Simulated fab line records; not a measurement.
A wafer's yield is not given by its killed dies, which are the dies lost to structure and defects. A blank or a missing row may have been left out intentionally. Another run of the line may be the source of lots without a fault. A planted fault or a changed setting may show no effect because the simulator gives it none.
fab line records ; flow n5-finfet
record lots=5; wafers=15; last-day=16
route steps=1938 shown BEOL_M7@1317 PASSIVATION@1936
lots with no fault: from the same line, run without faults
start-h: the number of hours between the record's first day and the start of the first shown wafer of the lot ; wait-h: hours since the lot's step before ; " repeats the value in the row above ; L1.1+2: a row that stands for several wafers ; - value missing, or start not given ; * or withheld: withheld ; < > ~ a bound
route shown NAME@n: NAME is a module with steps in the file, n the number in the route of the first one ; usual: mean and standard deviation over wafers with no fault ; same: alike in all rows ; chamber/n: place in a boat ; sites: each site's reading ; _std_site: how widely they spread, as a standard deviation ; _edge_site: inner sites' mean taken away from outer sites' mean ; radius-mm: for every site, how far away it sits from the centre of the wafer ; mask NAME#n: copy n ; behind: the most recent tool/chamber to have shaped the wafer ; hold: what put the lot on hold/how long, in hours/how the hold closed ; device: transistor that didn't switch, given as n, p or np ; end of line: at the end of the route, the tests of the same wafers ; step lacking rows: just its recipe ; killed: not the wafer's yield, but the dies lost to structure and defects at the first sort ; map: shows each die of a wafer: x if killed, . if not, _ if none is there
set.NAME: the setting the step ran with; set.NAME@STEP: the setting that earlier step ran with ; model.NAME: the simulator's own value behind a step, which no gauge read
certain route steps with their lots: each step a table, each wafer a row
services: when a tool's chamber went out of use (start-h, in hours from the record's first day, below 0 if earlier), for how many hours, and the reason
## steps
# step N5_BEOL_M7_CURE_75
# recipe temp-c=370; time-s=120; ambient=DMADMS/He; material=SiCOH_lowk
# step N5_BEOL_M7_DEGAS_44
# recipe ambient=vacuum; temp-c=250; time-s=60
# usual heater-power-w=329/26
lot.wafer;tool;chamber;start-h;wait-h;heater-power-w
L918.3;pvd-sputter-02;-;196.18;0.3;288
L918.5;pvd-sputter-02;-;196.18;0.3;341
L918.6;pvd-sputter-02;-;196.18;0.3;296
L922.3;pvd-sputter-01;-;223.48;1.9;309
L922.4;pvd-sputter-01;-;223.48;1.9;356
L922.5;pvd-sputter-01;-;223.48;1.9;305
L928.1;pvd-sputter-03;-;256.39;0.8;352
L928.4;pvd-sputter-03;-;256.39;0.8;318
L928.5;pvd-sputter-03;-;256.39;0.8;340
L933.1;pvd-sputter-03;-;294.81;0.3;330
L933.2;pvd-sputter-03;-;294.81;0.3;339
L933.5;pvd-sputter-03;-;294.81;0.3;350
L936.2;pvd-sputter-02;-;298.66;1.4;341
L936.3;pvd-sputter-02;-;298.66;1.4;365
L936.5;pvd-sputter-02;-;298.66;1.4;279
# step N5_BEOL_M7_PRE_CLEAN_45
# recipe gas=H2/He; time-s=30; temp-c=250
# usual heater-power-w=329/25
lot.wafer;tool;chamber;start-h;wait-h;heater-power-w
L918.3;pvd-sputter-02;-;196.22;0.0;290
L918.5;pvd-sputter-02;-;196.22;0.0;341
L918.6;pvd-sputter-02;-;196.22;0.0;305
L922.3;pvd-sputter-01;-;223.52;0.0;317
L922.4;pvd-sputter-01;-;223.52;0.0;347
L922.5;pvd-sputter-01;-;223.52;0.0;310
L928.1;pvd-sputter-03;-;256.43;0.0;349
L928.4;pvd-sputter-03;-;256.43;0.0;323
L928.5;pvd-sputter-03;-;256.43;0.0;336
L933.1;pvd-sputter-03;-;294.85;0.0;324
L933.2;pvd-sputter-03;-;294.85;0.0;350
L933.5;pvd-sputter-03;-;294.85;0.0;346
L936.2;pvd-sputter-02;-;298.70;0.0;342
L936.3;pvd-sputter-02;-;298.70;0.0;358
L936.5;pvd-sputter-02;-;298.70;0.0;286
# step N5_BEOL_M7_ALD_77
# recipe material=TaN; target-thk-a=20; temp-c=275; ald-precursor-family=PDMAT; ald-co-reactant=NH3; pressure-torr=3; carrier-flow-sccm=1500; pulse-time-s=2; purge-time-s=3; co-reactant-purge-time-s=2; co-reactant-pulse-time-s=3; ald-cycles=40; precursor-vessel-temp-c=75; precursor-vessel-pressure-torr=26.25; precursor-vessel-carrier-sccm=1000
# usual heater-power-w=421/24; precursor-vessel-temp-c=74.98/0.12
lot.wafer;tool;chamber;start-h;wait-h;heater-power-w;precursor-vessel-temp-c
L918.3;ald-metal-03;1;196.32;0.1;416;75.01
L918.5;ald-metal-03;3;196.32;0.1;453;74.96
L918.6;ald-metal-03;0;196.32;0.1;422;75.03
L922.3;ald-metal-03;1;223.61;0.1;412;74.90
L922.4;ald-metal-03;0;223.61;0.1;407;74.95
L922.5;ald-metal-03;1;223.61;0.1;422;74.83
L928.1;ald-metal-03;0;256.49;0.0;416;74.83
L928.4;ald-metal-03;3;256.49;0.0;448;74.91
L928.5;ald-metal-03;2;256.49;0.0;418;74.88
L933.1;ald-metal-02;0;294.97;0.1;454;75.05
L933.2;ald-metal-02;2;294.97;0.1;436;75.22
L933.5;ald-metal-02;2;294.97;0.1;461;75.14
L936.2;ald-metal-03;3;298.76;0.0;443;75.11
L936.3;ald-metal-03;1;298.76;0.0;408;74.84
L936.5;ald-metal-03;2;298.76;0.0;433;75.09
# step N5_BEOL_M7_SURFACE_TREAT_79
# recipe gas=Ar; time-s=*; ion-energy-ev=*; ion-current-ma-cm2=0.5; pressure-mtorr=*; ar-flow-sccm=30
# usual throttle-valve-pct=*
lot.wafer;tool;chamber;start-h;wait-h;throttle-valve-pct
L918.3;pvd-sputter-02;-;196.66;0.2;*
L918.5;pvd-sputter-02;-;196.66;0.2;*
L918.6;pvd-sputter-02;-;196.66;0.2;*
L922.3;pvd-sputter-01;-;223.96;0.2;*
L922.4;pvd-sputter-01;-;223.96;0.2;*
L922.5;pvd-sputter-01;-;223.96;0.2;*
L928.1;pvd-sputter-03;-;256.81;0.2;*
L928.4;pvd-sputter-03;-;256.81;0.2;*
L928.5;pvd-sputter-03;-;256.81;0.2;*
L933.1;pvd-sputter-02;-;295.30;0.2;*
L933.2;pvd-sputter-02;-;295.30;0.2;*
L933.5;pvd-sputter-02;-;295.30;0.2;*
L936.2;pvd-sputter-01;-;299.07;0.2;*
L936.3;pvd-sputter-01;-;299.07;0.2;*
L936.5;pvd-sputter-01;-;299.07;0.2;*
# step N5_BEOL_M7_CVD_78
# recipe material=Co; target-thk-a=20; temp-c=withheld; precursor=CCTBA/H2; pressure-torr=30; time-s=142.3
# step N5_BEOL_M7_SPUTTER_48
# recipe material=Cu; target-thk-a=100; temp-c=-20; bias-v=60; power-w=26000; chamber-pressure-pa=0.13; time-s=1.667
# step N5_BEOL_M7_ECD_50
# recipe material=Cu; target-thk-a=3000
# step N5_BEOL_M7_ANNEAL_51
# recipe temp-c=225; time-s=90; ambient=N2
# usual wafer_temp_C_max=225.9/0.47
lot.wafer;tool;chamber;start-h;wait-h;wafer_temp_C_max
L918.3;rtp-anneal-02;0;197.34;0.1;226.7
L918.5;rtp-anneal-02;0;197.34;0.1;226.7
L918.6;rtp-anneal-02;0;197.34;0.1;226.9
L922.3;rtp-anneal-02;0;224.86;0.1;226.0
L922.4;rtp-anneal-02;0;224.86;0.1;225.9
L922.5;rtp-anneal-02;0;224.86;0.1;226.4
L928.1;rtp-anneal-01;0;258.00;0.8;225.5
L928.4;rtp-anneal-01;0;258.00;0.8;225.5
L928.5;rtp-anneal-01;0;258.00;0.8;225.8
L933.1;rtp-anneal-01;0;295.77;0.1;225.4
L933.2;rtp-anneal-01;0;295.77;0.1;225.7
L933.5;rtp-anneal-01;0;295.77;0.1;225.6
L936.2;rtp-anneal-01;0;299.57;0.1;225.7
L936.3;rtp-anneal-01;0;299.57;0.1;225.5
L936.5;rtp-anneal-01;0;299.57;0.1;226.0
# step N5_BEOL_M7_CMP_52
# recipe stop-on=SiCOH_lowk; t-overpolish-s=6.9; down-force-psi=1; platen-rpm=50; clearing-platen-down-force-psi=1.5; clearing-platen-rpm=50; post-cmp-clean=cu-alkaline; target-thk-nm=80; clearing-platen-pad-velocity-m-s=0.99484; pad-velocity-m-s=0.99484
# step N5_BEOL_M7_THK_MEAS_53
# recipe thk-meas-gauge=xrf; reads=Cu_of_BEOL_M7_ECD_50
# usual M7_THK=82.8/2.6
lot.wafer;tool;chamber;start-h;wait-h;M7_THK[nm]
L918.3;film-metro-01;-;197.85;-;79.4
L918.5;film-metro-01;-;197.85;-;83.4
L918.6;film-metro-01;-;197.85;-;79.1
L922.3;film-metro-01;-;225.36;-;83.6
L922.4;film-metro-01;-;225.36;-;79.8
L922.5;film-metro-01;-;225.36;-;80.3
L928.1;film-metro-02;-;258.59;-;83.6
L928.4;film-metro-02;-;258.59;-;84.7
L928.5;film-metro-02;-;258.59;-;84.6
L933.1;film-metro-02;-;296.36;-;82.9
L933.2;film-metro-02;-;296.36;-;84.8
L933.5;film-metro-02;-;296.36;-;80.1
L936.2;film-metro-01;-;300.12;-;84.6
L936.3;film-metro-01;-;300.12;-;83.3
L936.5;film-metro-01;-;300.12;-;84.7
# step N5_BEOL_M7_PRE_CLEAN_55
# recipe gas=NH3; time-s=15; temp-c=withheld; rf-power-w=300
# step N5_BEOL_M7_DEP_56
# recipe material=SiCN; target-thk-a=100; temp-c=withheld; precursor=3MS/NH3; pressure-torr=3; rf-w=202; time-s=17.5
# usual showerhead-plenum-p-Torr=3.667/0.0097; throttle-valve-pct=9.2/0.5
lot.wafer;tool;chamber;start-h;wait-h;showerhead-plenum-p-Torr;throttle-valve-pct;model.SiCN_of_BEOL_M7_DEP_56.thk-nm
L918.3;pecvd-03;2;197.91;0.0;3.652;8.4;10
L918.5;pecvd-03;1;197.91;0.0;3.662;9.3;10.4
L918.6;pecvd-03;2;197.91;0.0;3.657;8.4;10.4
L922.3;pecvd-02;1;225.43;0.0;3.664;9.5;10.2
L922.4;pecvd-02;1;225.43;0.0;3.647;9.4;10.2
L922.5;pecvd-02;0;225.43;0.0;3.672;9.6;9.8
L928.1;pecvd-03;0;258.65;0.0;3.658;8.7;10.8
L928.4;pecvd-03;2;258.65;0.0;3.654;8.4;10
L928.5;pecvd-03;0;258.65;0.0;3.660;8.8;10.2
L933.1;pecvd-01;1;296.42;0.0;3.673;9.8;9.8
L933.2;pecvd-01;2;296.42;0.0;3.670;8.3;9.8
L933.5;pecvd-01;1;296.42;0.0;3.679;9.8;10
L936.2;pecvd-02;0;300.18;0.0;3.670;9.3;10
L936.3;pecvd-02;1;300.18;0.0;3.675;9.6;10.2
L936.5;pecvd-02;2;300.18;0.0;3.638;8.9;10
# step N5_BEOL_M7_RS_MEAS_57
# recipe thk-meas-gauge=four-point-probe; reads=Cu_of_BEOL_M7_ECD_50+Co_of_BEOL_M7_CVD_78+TaN_of_BEOL_M7_ALD_77
# usual M7_RS=0.282/0.011
lot.wafer;tool;chamber;start-h;wait-h;M7_RS[ohm/sq]
L918.3;film-metro-02;-;197.98;0.1;0.300
L918.5;film-metro-02;-;197.98;0.1;0.283
L918.6;film-metro-02;-;197.98;0.1;0.301
L922.3;film-metro-02;-;225.50;0.1;0.277
L922.4;film-metro-02;-;225.50;0.1;0.294
L922.5;film-metro-02;-;225.50;0.1;0.291
L928.1;film-metro-01;-;258.72;0.1;0.276
L928.4;film-metro-01;-;258.72;0.1;0.272
L928.5;film-metro-01;-;258.72;0.1;0.272
L933.1;film-metro-01;-;296.49;0.1;0.280
L933.2;film-metro-01;-;296.49;0.1;0.274
L933.5;film-metro-01;-;296.49;0.1;0.293
L936.2;film-metro-01;-;300.25;0.1;0.276
L936.3;film-metro-01;-;300.25;0.1;0.281
L936.5;film-metro-01;-;300.25;0.1;0.276
# step N5_PASSIVATION_PROBE_49
# usual defect-limited-yield=91.3/1.5; killed_at_M0_to_M3=33/12; killed_at_M4_up=15/5.2; killed-at-contacts=12/5.1; killed-at-front-end=39/11; killed-at-other=5/3.6; killed-dies=103/18; killed-open=67/13; killed-short=33/7.8; sort_bin_5_function=5.1/0.96; sort_bin_6_memory=3.2/0.71; sort-n-pass=1077/18; sort-yield-pct=91.3/1.5
# same gross-dies=1180; killed-at-back-side=0; sort_bin_4_leakage[%]=0; sort_bin_8_speed[%]=0
lot.wafer;tool;chamber;start-h;wait-h;defect-limited-yield[%];killed_at_M0_to_M3;killed_at_M4_up;killed-at-contacts;killed-at-front-end;killed-at-other;killed-dies;killed-open;killed-short;sort_bin_5_function[%];sort_bin_6_memory[%];sort-n-pass;sort-yield-pct[%]
L918.3;prober-02;-;261.31;0.1;91.2;41;13;11;36;3;104;67;36;4.7;4.0;1076;91.2
L918.5;prober-02;-;261.41;0.2;93.8;29;7;8;29;0;73;44;29;2.9;3.0;1107;93.8
L918.6;prober-02;-;261.46;0.3;91.9;37;19;12;24;3;95;68;27;4.3;3.5;1085;91.9
L928.1;prober-02;-;327.90;0.0;90.5;54;20;8;28;2;112;74;37;5.3;3.6;1068;90.5
L928.4;prober-02;-;328.05;0.2;90.3;55;16;9;25;9;114;71;42;5.8;3.6;1066;90.3
L928.5;prober-02;-;328.10;0.2;88.7;62;20;11;37;3;133;72;50;5.3;4.8;1047;88.7
L933.1;prober-02;-;366.13;0.0;91.4;46;11;11;32;1;101;68;31;4.8;3.3;1079;91.4
L933.2;prober-02;-;366.18;0.1;91.1;38;10;15;33;9;105;69;31;5.2;3.3;1075;91.1
L933.5;prober-02;-;366.33;0.2;90.4;46;13;23;29;2;113;77;33;5.1;4.3;1067;90.4
L936.2;prober-01;-;383.37;0.1;91.1;29;15;22;39;0;105;80;25;5.1;3.8;1075;91.1
L936.5;prober-01;-;383.52;0.3;90.3;40;16;9;47;3;115;70;34;5.9;2.7;1065;90.3
# killed by level:class
L918.3 BEOL_M3:geometric-particle:open=13 MOL_CONTACT_COAG:geometric-particle:open=9 FIN_SAQP:geometric-particle:short=7 BEOL_M0_SAQP:geometric-particle:short=7 BEOL_M1:geometric-particle:open=7 BEOL_M4:geometric-particle:open=7 STI_FIN_REVEAL:geometric-particle:open=6 FIN_SAQP:geometric-particle:open=5
L918.5 BEOL_M2:geometric-particle:open=8 DUMMY_GATE:geometric-particle:open=5 BEOL_M3:geometric-particle:open=5 FIN_SAQP:geometric-particle:short=4 GATE_CUT:geometric-particle:short=4 MOL_CONTACT_COAG:geometric-particle:short=4 MOL_CONTACT_COAG:geometric-particle:open=4 FIN_SAQP:geometric-particle:open=3
L918.6 BEOL_M4:geometric-particle:open=11 MOL_CONTACT_COAG:geometric-particle:open=9 BEOL_M0:geometric-particle:open=9 BEOL_M2:geometric-particle:open=8 STI_FIN_REVEAL:geometric-particle:open=6 DUMMY_GATE:geometric-particle:open=6 BEOL_M3:geometric-particle:open=6 BEOL_M5:geometric-particle:open=4
L928.1 BEOL_M2:geometric-particle:open=15 BEOL_M0_SAQP:geometric-particle:short=13 STARTING-WAFER:geometric-particle:short=9 STI_FIN_REVEAL:geometric-particle:open=7 MOL_CONTACT_COAG:geometric-particle:open=7 BEOL_M0_SAQP:geometric-particle:open=7 BEOL_M3:geometric-particle:open=7 BEOL_M4:geometric-particle:open=7
L928.4 BEOL_M2:geometric-particle:open=15 BEOL_M0_SAQP:geometric-particle:open=14 MOL_CONTACT_COAG:geometric-particle:open=8 BEOL_M0_SAQP:geometric-particle:short=7 BEOL_M1:geometric-particle:open=7 STARTING-WAFER:geometric-particle:short=5 BEOL_M4:geometric-particle:open=5 GATE_CUT:geometric-particle:short=4
L928.5 BEOL_M0_SAQP:geometric-particle:short=18 BEOL_M0_SAQP:geometric-particle:open=15 HKMG_FIN:area-etch=11 MOL_CONTACT_COAG:geometric-particle:open=10 BEOL_M4:geometric-particle:open=8 FIN_SAQP:geometric-particle:open=7 BEOL_M0:geometric-particle:short=6 BEOL_M3:geometric-particle:open=6
L933.1 BEOL_M3:geometric-particle:open=21 MOL_CONTACT_COAG:geometric-particle:open=7 BEOL_M0_SAQP:geometric-particle:open=7 BEOL_M1:geometric-particle:open=7 STI_FIN_REVEAL:geometric-particle:open=6 STARTING-WAFER:geometric-particle:open=5 FIN_SAQP:geometric-particle:short=4 MOL_CONTACT_COAG:geometric-particle:short=4
L933.2 MOL_CONTACT_COAG:geometric-particle:open=13 BEOL_M3:geometric-particle:open=13 FIN_SAQP:geometric-particle:open=8 BEOL_M2:geometric-particle:open=8 STI_FIN_REVEAL:geometric-particle:open=6 FIN_SAQP:geometric-particle:short=4 BEOL_M3:geometric-particle:short=4 STARTING-WAFER:geometric-particle:short=4
L933.5 MOL_CONTACT_COAG:geometric-particle:open=20 STI_FIN_REVEAL:geometric-particle:open=12 BEOL_M1:geometric-particle:open=9 BEOL_M3:geometric-particle:open=9 BEOL_M0_SAQP:geometric-particle:short=7 BEOL_M0_SAQP:geometric-particle:open=6 BEOL_M2:geometric-particle:open=5 BEOL_M3:geometric-particle:short=5
L936.2 MOL_CONTACT_COAG:geometric-particle:open=18 FIN_SAQP:geometric-particle:open=13 STI_FIN_REVEAL:geometric-particle:open=11 BEOL_M0_SAQP:geometric-particle:open=6 BEOL_M0_SAQP:geometric-particle:short=6 BEOL_M3:geometric-particle:open=5 BEOL_M5:geometric-particle:open=5 MOL_CONTACT_COAG:geometric-particle:short=4
L936.5 FIN_SAQP:geometric-particle:open=10 FIN_SAQP:geometric-particle:short=9 HKMG_FIN:area-etch=9 BEOL_M3:geometric-particle:open=8 MOL_CONTACT_COAG:geometric-particle:open=7 BEOL_M2:geometric-particle:open=7 BEOL_M0_SAQP:geometric-particle:open=6 BEOL_M0:geometric-particle:open=5
## services
tool;chamber;start-h;hours;kind
pvd-sputter-03;-;186.93;2.6;repair
ald-metal-03;-;189.49;0.4;repair
pecvd-02;-;199.08;14.6;pm
ald-metal-03;3;215.15;-;calibration
ald-metal-02;-;230.35;14.6;pm
pecvd-01;1;246.46;25.7;repair
ald-metal-02;-;247.86;6.0;pm
pecvd-03;-;250.52;2.8;pm
ald-metal-02;-;254.19;0.4;repair
ald-metal-02;-;271.66;0.2;repair
rtp-anneal-01;-;275.01;1.8;pm
## key
first-sign none at tools or gauges
model-effect step=N5_BEOL_M7_DEP_56; value=SiCN_of_BEOL_M7_DEP_56.thk-nm; without=9.8; struck=10.8
met-at N5_BEOL_M7_DEP_56
struck-wafers L928.1
baseline-loss step=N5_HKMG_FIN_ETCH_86; wafers=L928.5
onset-between 197.91 258.65
fault kind=process-parameter-drift; tool=pecvd-03; chamber=-; onset-h=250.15; steps=N5_BEOL_M7_DEP_56; channel=time-s; offset=*; shape=step; end-h=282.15; scope=struck-wafers-only; acts-in=*; stated=*
# baseline-loss: these wafers lose ten dies or more at that step, a loss of the line's own and not of a fault; the sort's usual values leave them out
